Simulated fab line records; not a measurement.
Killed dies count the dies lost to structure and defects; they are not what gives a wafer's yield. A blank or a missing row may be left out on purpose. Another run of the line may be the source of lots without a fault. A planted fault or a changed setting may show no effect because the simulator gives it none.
Comparing a struck lot with a sound one || flow nandHarc || 14 steps out of a route of 1302
Sound: these wafers, L686.2, L686.4, L686.6. Wafers L678.3, L678.5 were the ones struck. The cause is given at the end.
At each step with rows: each side's tool, then ch and its chambers, then its first start. Under that, the readings that differ: sound wafers || struck wafers || difference of the means || sigmas: that difference in standard deviations of wafers without a fault.
alike: words and numbers the same on both sides, and readings whose means are apart by under 2 such deviations; not compared: readings that were withheld, readings missing a value for some wafer, numbers with overlapping values and no deviation given by the record, and bounds like >300 which may hide the same value.
The two part at a step that has a row with sigmas, a row that says differs or no value, or rows on one side only. Numbers that have no deviation but don't overlap get no sigmas and don't part them. A reading that every wafer of one side lacks parts them only if that side has two wafers or more.

first, 1 step without rows for these wafers: NHARC_A_ONON_D1_DEP_12 (target thk 1000 nm).
NHARC_A_ONON_D1_THK_MEAS_14: measures by ellipsometry.
  sound on filmMetro-02, day 17 07:25; struck on filmMetro-01, day 13 20:35
  alike: thkNm
then, 2 steps without rows for these wafers: NHARC_A_ONON_D1_ANNEAL_15 (time 3600 s); NHARC_A_ONON_D1_DEP_16 (target thk 1000 nm).
NHARC_A_ONON_D1_THK_MEAS_18: measures by ellipsometry.
  sound on filmMetro-01, day 17 15:14; struck on filmMetro-01, day 14 04:40
  alike: thkNm
following that, 1 step holds no rows for these wafers, namely NHARC_A_ONON_D1_DEP_19 (target thickness 1000 nm).
NHARC_A_ONON_D1_THK_MEAS_21: measures by ellipsometry.
  sound on filmMetro-01, day 17 15:49; struck on filmMetro-01, day 14 05:14
  alike: thkNm
following that, 1 step holds no rows for these wafers, namely NHARC_A_ONON_D1_DEP_22 (target thickness 1000 nm).
NHARC_A_ONON_D1_THK_MEAS_24: measures by ellipsometry.
  sound on filmMetro-01, day 17 16:23; struck on filmMetro-01, day 14 05:48
  alike: thkNm
following that, 1 step holds no rows for these wafers, namely NHARC_A_ONON_D1_DEP_25 (target thickness 1000 nm).
NHARC_A_ONON_D1_THK_MEAS_27: measures by ellipsometry.
  sound on filmMetro-01, day 17 16:57; struck on filmMetro-01, day 14 06:22
  alike: thkNm
NHARC_A_ONON_D1_DEP_28: target thk 1000 nm.
  sound on pecvdOnon-02 ch 0, day 17 17:06; struck on pecvdOnon-03 ch 0, day 14 06:32
NHARC_A_ONON_D1_THK_MEAS_30: measures by ellipsometry.
  sound on filmMetro-01, day 17 17:33; struck on filmMetro-01, day 14 06:56
{"reading": "thkNm (nm)", "sound": "1016 1017 1015", "struck": "843 843", "difference": -173, "sigmas": -16}
NHARC_A_ONON_D1_DEP_33: deposits SiO2, target thk 200 nm.
  sound on pecvd-04 ch 0,2, day 17 17:39; struck on pecvd-04 ch 1, day 14 07:02
  alike: heaterPowerW, throttleValvePct

== WHERE THEY PART ==
Only at NHARC_A_ONON_D1_THK_MEAS_30, as far as this record shows. Later steps at which nothing parts them and some readings are alike: NHARC_A_ONON_D1_DEP_33.

WHY: what the simulator had put in
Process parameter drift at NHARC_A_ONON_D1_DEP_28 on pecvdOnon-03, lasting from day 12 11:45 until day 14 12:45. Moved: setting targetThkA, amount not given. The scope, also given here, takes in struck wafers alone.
